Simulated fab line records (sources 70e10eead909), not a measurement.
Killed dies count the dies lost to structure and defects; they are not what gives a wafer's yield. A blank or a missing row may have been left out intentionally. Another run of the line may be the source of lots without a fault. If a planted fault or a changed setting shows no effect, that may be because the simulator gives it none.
Chamber matching -- flow nand_harc -- 3 sister chambers for NHARC_P_M2_DEP_33 on pecvd-03
The step deposits SiCN, target thk 30 nm. 3 wafers are shown with their chamber, then 8 later ones without.

== WAFERS, EACH WITH ITS CHAMBER ==
wafer,chamber,rf_fwd_power_W (W)
L086.4,0,449.7
L086.6,2,448.3
L089.2,1,446.3

== WAFERS WITH NO CHAMBER GIVEN ==
wafer,rf_fwd_power_W (W)
L089.4,448.4
L089.5,448.8
L091.2,449.5
L091.3,449.3
L091.6,450.7
L093.3,448.2
L093.5,447.7
L093.6,447.5

== EACH ONE'S CHAMBER ==
wafer,from the rows above,in truth
L089.4,2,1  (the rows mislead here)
L089.5,can't be placed: 2 or 0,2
L091.2,can't be placed: 0 or 2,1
L091.3,can't be placed: 0 or 2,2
L091.6,0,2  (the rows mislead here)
L093.3,2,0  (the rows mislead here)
L093.5,can't be placed: 2 or 1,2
L093.6,can't be placed: 2 or 1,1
Correctly placed: 0 of 8. Unplaceable from these rows: 5, with the true chamber sitting among the candidates in 4. Wrongly placed: 3.
How it was worked out, from the rows above alone: a wafer's distance from a chamber is the root of the sum, over the readings, of the square of ((its reading less the chamber's mean) divided by the reading's scatter). The wafer belongs to the nearest chamber; if the next one is less than 2 further off, it can't be placed. A chamber's mean is the mean of its shown wafers. The scatter: root of mean squared gap, hidden wafer to nearest shown wafer, with one shown wafer a chamber.
